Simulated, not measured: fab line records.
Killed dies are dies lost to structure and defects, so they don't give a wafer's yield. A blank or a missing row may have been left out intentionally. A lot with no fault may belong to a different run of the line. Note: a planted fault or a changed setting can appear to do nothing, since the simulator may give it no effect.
Which tool did it? ; flow nand harc ; 63 wafers from 21 lots sampled at 6 of the route's 1159 steps

## WHAT THE GAUGES READ, wafer by wafer
No reading from a measuring or inspecting step in the record can be judged against a usual standard deviation.

## WHICH TOOL RAN EACH LOT (tool, then ch and the chambers of the sampled wafers, then the start)
lot;NHARC_A_CONTACT_ETCH_113;NHARC_A_CONTACT_ETCH_96;NHARC_A_CONTACT_ETCH_102;NHARC_A_CONTACT_ETCH_129;NHARC_A_CONTACT_ETCH_88;NHARC_A_CONTACT_STRIP_26
L074;har cap etch-03 ch 0,1, day 16 17:13;rie diel-03 ch 0,1,3, day 16 19:14 or earlier;rie diel-03 ch 0,2,3, day 16 19:14;har cap etch-03 ch 0,1, day 17 02:38;rie diel-03 ch 0,2,3, day 17 07:04;rie diel-11 ch 0,1,3, no start
L078;har cap etch-01 ch 0,1, day 16 19:13;rie diel-03 ch 2,3, day 16 21:13 or earlier;rie diel-03 ch 0,1, day 16 21:13;har cap etch-01 ch 0,1, day 17 03:21;rie diel-04 ch 2,3, day 17 09:25;rie diel-04 ch 0,1,2, no start
L075;har cap etch-02 ch 0,1, day 16 23:23;rie diel-03 ch 2,3, day 17 01:24 or earlier;rie diel-03 ch 0,2,3, day 17 01:24;har cap etch-02 ch 0,1, day 17 06:47;rie diel-11 ch 0,1, day 17 11:17;rie diel-11 ch 0,1,2, no start
L076;har cap etch-01 ch 0,1, day 17 05:58;rie diel-11 ch 1,2,3, day 17 07:59 or earlier;rie diel-11 ch 0,3, day 17 07:59;har cap etch-03 ch 0,1, day 17 13:33;rie diel-04 ch 0,1,2, day 17 18:01;rie diel-11 ch 2,3, no start
L077;har cap etch-01 ch 0,1, day 17 14:15;rie diel-04 ch 0,2,3, day 17 16:18 or earlier;rie diel-04 ch 0,2,3, day 17 16:18;har cap etch-01 ch 0,1, day 17 21:40;rie diel-04 ch 1,2,3, day 18 02:46;rie diel-11 ch 0,2,3, no start
L079;har cap etch-03 ch 0,1, day 17 19:39;rie diel-11 ch 0,2, day 17 21:41 or earlier;rie diel-04 ch 1,2,3, day 17 21:41;har cap etch-03 ch 0,1, day 18 02:45;rie diel-03 ch 0,2, day 18 07:52;rie diel-03 ch 0,2,3, no start
L081;har cap etch-02 ch 0,1, day 18 01:08;rie diel-11 ch 1,2,3, day 18 03:15 or earlier;rie diel-11 ch 0,1,3, day 18 03:15;har cap etch-01 ch 0,1, day 18 10:49;rie diel-04 ch 0,1,3, day 18 15:25;rie diel-04 ch 2,3, no start
L080;har cap etch-02 ch 0,1, day 18 08:01;rie diel-04 ch 1,2,3, day 18 10:04 or earlier;rie diel-04 ch 0,1,2, day 18 10:04;har cap etch-02 ch 0,1, day 18 16:11;rie diel-03 ch 1,2,3, day 18 23:46;rie diel-11 ch 1,2,3, no start
L082;har cap etch-03 ch 0,1, day 18 15:46;rie diel-03 ch 1,2, day 18 18:43 or earlier;rie diel-04 ch 0,1,2, day 18 18:43;har cap etch-03 ch 0,1, day 19 03:17;rie diel-03 ch 0,3, day 19 09:00;rie diel-11 ch 0,3, no start
L084;har cap etch-03 ch 0,1, day 18 21:40;rie diel-03 ch 1,3, day 18 23:48 or earlier;rie diel-03 ch 0,1,2, day 18 23:48;har cap etch-02 ch 0,1, day 19 05:46;rie diel-03 ch 0,2, day 19 10:18;rie diel-11 ch 0,2, no start
L083;har cap etch-02 ch 0,1, day 18 22:02;rie diel-03 ch 1,2, day 19 00:43 or earlier;rie diel-03 ch 1,2,3, day 19 00:43;har cap etch-01 ch 0,1, day 19 06:32;rie diel-04 ch 0,1,2, day 19 11:34;rie diel-03 ch 0,1,3, no start
L088;har cap etch-03 ch 0,1, day 20 02:59;rie diel-11 ch 0,1, day 20 05:00 or earlier;rie diel-03 ch 1,2, day 20 05:00;har cap etch-03 ch 0,1, day 20 10:17;rie diel-11 ch 0,1, day 20 15:53;rie diel-03 ch 0,1,3, no start
L086;har cap etch-02 ch 0,1, day 20 03:47;rie diel-03 ch 0,2,3, day 20 05:51 or earlier;rie diel-03 ch 0,2,3, day 20 05:51;har cap etch-02 ch 0,1, day 20 10:58;rie diel-11 ch 1,2,3, day 20 16:29;rie diel-11 ch 0,1,3, no start
L087;har cap etch-01 ch 0,1, day 20 07:42;rie diel-03 ch 1,2,3, day 20 09:50 or earlier;rie diel-11 ch 1,2,3, day 20 09:50;har cap etch-03 ch 0,1, day 20 17:08;rie diel-11 ch 0,3, day 20 22:09;rie diel-03 ch 1,2,3, no start
L085;har cap etch-01 ch 0,1, day 20 16:19;rie diel-03 ch 1,2,3, day 20 19:24 or earlier;rie diel-03 ch 0,1, day 20 19:24;har cap etch-03 ch 0,1, day 21 00:38;rie diel-04 ch 0,1, day 21 08:38;rie diel-03 ch 1,2,3, no start
L090;har cap etch-02 ch 0,1, day 20 18:06;rie diel-11 ch 0,1, day 20 20:13 or earlier;rie diel-04 ch 0,2,3, day 20 20:13;har cap etch-01 ch 0,1, day 21 03:56;rie diel-11 ch 0,2, day 21 12:14;rie diel-03 ch 0,2,3, no start
L093;har cap etch-01 ch 0,1, day 20 19:57;rie diel-03 ch 0,1,2, day 20 21:58 or earlier;rie diel-03 ch 1,2,3, day 20 21:58;har cap etch-01 ch 0,1, day 21 07:28;rie diel-11 ch 0,1,2, day 21 17:26;rie diel-03 ch 0,2,3, no start
L091;har cap etch-02 ch 0,1, day 21 04:34;rie diel-03 ch 0,1, day 21 06:52 or earlier;rie diel-03 ch 0,2,3, day 21 06:52;har cap etch-03 ch 1, day 21 16:37;rie diel-03 ch 1,2,3, day 21 23:11;rie diel-11 ch 0,2, no start
L095;har cap etch-03 ch 0,1, day 21 06:35;rie diel-11 ch 1,2, day 21 08:36 or earlier;rie diel-11 ch 1,2,3, day 21 08:36;har cap etch-01 ch 1, day 21 17:59;rie diel-03 ch 1,2,3, day 22 01:17;rie diel-04 ch 0,2, no start
L089;har cap etch-01 ch 0,1, day 21 12:40;rie diel-11 ch 0,2,3, day 21 14:44 or earlier;rie diel-04 ch 0,1,3, day 21 14:44;har cap etch-01 ch 0,1, day 22 01:08;rie diel-03 ch 0,2,3, day 22 08:26;rie diel-11 ch 1,2, no start
L096;har cap etch-03 ch 0,1, day 22 02:52;rie diel-11 ch 0,1,3, day 22 04:59 or earlier;rie diel-03 ch 0,2,3, day 22 04:59;har cap etch-03 ch 0,1, day 22 11:10;rie diel-03 ch 1,2, day 22 16:46;rie diel-03 ch 0,2,3, no start
- NHARC_A_CONTACT_ETCH_113: etches the open film in C4F8/O2/Ar, time 94 s, target depth 922 nm.
- NHARC_A_CONTACT_ETCH_96: etches the open film in C4F6/O2, target depth 20 nm, time 10 s.
- NHARC_A_CONTACT_ETCH_102: etches the open film in CF4/O2, target depth 70 nm, overetch 7 nm, time 38.5 s.
- NHARC_A_CONTACT_ETCH_129: etches the open film in C4F8/O2/Ar, time 155 s, target depth 956 nm.
- NHARC_A_CONTACT_ETCH_88: etches the open film in CF4, target depth 39 nm, time 65 s.
- NHARC_A_CONTACT_STRIP_26: strips in O2.

## AS READ BY THE TOOLS THEMSELVES (means over the sampled wafers that have a number; for cases with no such wafer, the mark the record gives instead)
NHARC_A_CONTACT_ETCH_96. Usual: bias w 499.8 W, standard deviation 1.5; drypump motor current A 5.7 A, standard deviation 0.36; oes product au 0.961 a.u., standard deviation 0.024; rf vpp V 547.9 V, standard deviation 2.9; showerhead plenum p Torr 3.98 Torr, standard deviation 0.13; throttle valve pct 26.904 %, standard deviation 0.0091.
lot;tool;bias w (W);drypump motor current A (A);oes product au (a.u.);rf vpp V (V);showerhead plenum p Torr (Torr);throttle valve pct (%);flag
L074;rie diel-03;500.6;5.8;0.953;547.9;3.97;26.908;
L078;rie diel-03;499.9;6.1;0.950;549.2;4.04;26.901;
L075;rie diel-03;498.4;5.7;0.931;549.5;4.05;26.902;
L076;rie diel-11;499.8;5.9;0.945;549.2;4.04;26.903;
L077;rie diel-04;500.1;5.9;0.954;547.1;3.91;26.896;
L079;rie diel-11;498.5;5.6;1.008;548.0;3.98;26.907;
L081;rie diel-11;501.1;5.8;1.004;549.3;4.04;26.908;
L080;rie diel-04;499.9;5.6;0.952;545.3;3.86;26.901;
L082;rie diel-03;501.0;5.5;0.923;551.5;4.12;26.904;
L084;rie diel-03;499.5;6.1;0.955;549.8;4.08;26.892;
L083;rie diel-03;501.1;5.5;0.995;550.8;4.12;26.911;
L088;rie diel-11;499.9;5.5;0.945;546.7;3.94;26.904;
L086;rie diel-03;498.7;5.7;0.997;546.8;3.93;26.896;
L087;rie diel-03;499.1;5.8;0.998;549.6;4.08;26.904;
L085;rie diel-03;499.7;5.8;0.966;549.9;4.08;26.903;
L090;rie diel-11;500.8;5.4;0.975;546.8;3.91;26.899;
L093;rie diel-03;500.6;5.5;0.939;547.0;3.96;26.900;
L091;rie diel-03;499.5;5.5;0.988;548.3;4.00;26.902;
L095;rie diel-11;498.6;5.8;0.959;549.6;4.02;26.906;
L089;rie diel-11;499.9;5.8;0.971;549.3;3.99;26.915;
L096;rie diel-11;499.7;5.6;0.963;547.4;3.93;26.904;

NHARC_A_CONTACT_ETCH_102. Usual: bias w 100.00 W, standard deviation 0.28; drypump motor current A 5.7 A, standard deviation 0.37; oes_ar_750_au 0.999 a.u., standard deviation 0.0047; oes product au 1.000 a.u., standard deviation 0.0082; rf vpp V 198.3 V, standard deviation 1.4; showerhead plenum p Torr 1.35 Torr, standard deviation 0.051; throttle valve pct 13.397 %, standard deviation 0.0082.
lot;tool;bias w (W);drypump motor current A (A);oes_ar_750_au (a.u.);oes product au (a.u.);rf vpp V (V);showerhead plenum p Torr (Torr);throttle valve pct (%);flag
L074;rie diel-03;99.85;5.7;1.001;0.999;197.9;1.34;13.395;
L078;rie diel-03;100.03;5.5;0.999;0.997;198.0;1.37;13.394;
L075;rie diel-03;100.02;5.7;1.000;0.993;197.5;1.34;13.396;
L076;rie diel-11;100.08;5.5;0.997;1.007;198.8;1.33;13.392;
L077;rie diel-04;99.88;5.9;0.998;1.018;197.8;1.33;13.401;
L079;rie diel-04;99.89;5.6;0.995;1.000;197.8;1.31;13.392;
L081;rie diel-11;99.81;5.6;0.997;0.996;198.5;1.35;13.403;
L080;rie diel-04;100.03;5.5;1.001;1.009;196.8;1.32;13.400;
L082;rie diel-04;99.92;5.5;0.998;1.000;197.0;1.32;13.397;
L084;rie diel-03;99.84;5.5;0.998;1.000;198.4;1.35;13.400;
L083;rie diel-03;100.08;5.7;1.004;0.992;198.5;1.39;13.391;
L088;rie diel-03;99.81;5.4;1.001;0.989;199.0;1.39;13.399;
L086;rie diel-03;100.13;5.7;1.002;0.992;198.3;1.34;13.402;
L087;rie diel-11;100.32;5.8;1.002;1.006;198.8;1.37;13.400;
L085;rie diel-03;100.34;5.5;0.997;0.995;197.1;1.31;13.397;
L090;rie diel-04;99.79;5.9;1.004;1.002;197.3;1.32;13.399;
L093;rie diel-03;99.69;5.7;0.998;0.989;199.2;1.39;13.394;
L091;rie diel-03;100.17;5.7;0.999;0.997;198.1;1.34;13.401;
L095;rie diel-11;99.96;5.9;1.002;1.008;199.0;1.37;13.395;
L089;rie diel-04;99.92;5.7;1.002;1.004;197.7;1.33;13.396;
L096;rie diel-03;100.07;5.7;1.002;0.990;198.4;1.33;13.398;

NHARC_A_CONTACT_ETCH_88. Usual: bias w 100.0 W, standard deviation 0.3; drypump motor current A 5.7 A, standard deviation 0.39; oes product au 1.001 a.u., standard deviation 0.0084; rf vpp V 151.4 V, standard deviation 1.1; showerhead plenum p Torr 1.78 Torr, standard deviation 0.06; throttle valve pct 13.283 %, standard deviation 0.0094.
lot;tool;bias w (W);drypump motor current A (A);oes product au (a.u.);rf vpp V (V);showerhead plenum p Torr (Torr);throttle valve pct (%);flag
L074;rie diel-03;100.0;5.7;0.993;151.2;1.77;13.280;
L078;rie diel-04;100.3;5.8;1.001;151.4;1.74;13.289;
L075;rie diel-11;99.8;5.4;1.003;151.1;1.77;13.280;
L076;rie diel-04;100.2;5.5;1.009;150.8;1.75;13.285;
L077;rie diel-04;99.8;5.6;1.009;150.9;1.74;13.285;
L079;rie diel-03;100.0;5.4;0.992;150.2;1.72;13.288;
L081;rie diel-04;99.7;5.7;1.009;150.3;1.76;13.282;
L080;rie diel-03;99.8;5.8;1.000;152.7;1.84;13.289;
L082;rie diel-03;99.8;5.7;0.999;150.5;1.72;13.279;
L084;rie diel-03;99.7;5.4;0.991;151.7;1.77;13.284;
L083;rie diel-04;100.1;5.5;1.004;151.7;1.74;13.273;
L088;rie diel-11;99.7;5.5;1.003;152.0;1.78;13.279;
L086;rie diel-11;99.8;5.8;1.013;152.9;1.82;13.288;
L087;rie diel-11;99.9;5.5;1.001;151.0;1.76;13.284;
L085;rie diel-04;100.2;5.3;1.010;151.3;1.75;13.270;
L090;rie diel-11;100.0;5.6;1.003;151.1;1.78;13.280;
L093;rie diel-11;100.0;5.6;1.000;152.0;1.80;13.289;
L091;rie diel-03;100.1;5.8;0.994;151.9;1.84;13.289;
L095;rie diel-03;99.9;5.8;0.998;151.1;1.84;13.285;
L089;rie diel-03;100.0;5.7;0.994;150.8;1.77;13.286;
L096;rie diel-03;100.1;5.4;0.996;152.7;1.84;13.284;

NHARC_A_CONTACT_STRIP_26. Usual: drypump motor current A 5.7 A, standard deviation 0.37; oes product au 1.001 a.u., standard deviation 0.0088; rf vpp V 57.8 V, standard deviation 0.84; showerhead plenum p Torr 3.58 Torr, standard deviation 0.12; throttle valve pct 17.036 %, standard deviation 0.0097.
lot;tool;drypump motor current A (A);oes product au (a.u.);rf vpp V (V);showerhead plenum p Torr (Torr);throttle valve pct (%);flag
L074;rie diel-11;5.6;0.996;58.0;3.56;17.044;
L078;rie diel-04;5.5;1.008;57.5;3.49;17.025;
L075;rie diel-11;5.6;0.999;58.9;3.61;17.037;
L076;rie diel-11;6.0;1.001;58.0;3.64;17.023;
L077;rie diel-11;5.8;1.008;57.9;3.61;17.039;
L079;rie diel-03;5.7;1.004;58.5;3.54;17.040;
L081;rie diel-04;5.9;1.002;56.6;3.46;17.030;
L080;rie diel-11;5.8;1.006;57.8;3.63;17.039;
L082;rie diel-11;5.7;1.004;57.9;3.55;17.043;
L084;rie diel-11;5.8;1.011;58.0;3.65;17.029;
L083;rie diel-03;5.8;0.994;58.5;3.56;17.037;
L088;rie diel-03;5.8;0.998;58.3;3.56;17.041;
L086;rie diel-11;5.6;1.004;57.2;3.54;17.034;
L087;rie diel-03;5.8;0.983;57.6;3.67;17.036;
L085;rie diel-03;5.8;1.012;58.3;3.67;17.037;
L090;rie diel-03;5.7;0.998;58.2;3.53;17.037;
L093;rie diel-03;5.7;0.994;58.3;3.53;17.032;
L091;rie diel-11;5.8;1.007;58.5;3.64;17.050;
L095;rie diel-04;5.7;0.999;57.6;3.45;17.047;
L089;rie diel-11;5.9;1.007;57.8;3.66;17.031;
L096;rie diel-03;5.7;0.986;57.5;3.53;17.032;

## THE ANSWER, worked out from the rows above alone
Rule: take the mean of a lot's wafers that have a number; if it is more than 3 standard deviations from the usual mean, the lot is off. Also off: a lot with no number at a reading for which 4 or more lots have one. The other lots that the step has rows for count as sound. After the gauges, taken in route order, come the tools' own readings; for these a lot's mean is taken, as printed above. The first step at which some lot is off is used, and at that step the reading that is off furthest; a lot without a number counts as furthest.
No lot is off at any reading shown: from this, nothing can be told.

## WHAT HAD BEEN PUT IN BY THE SIMULATOR
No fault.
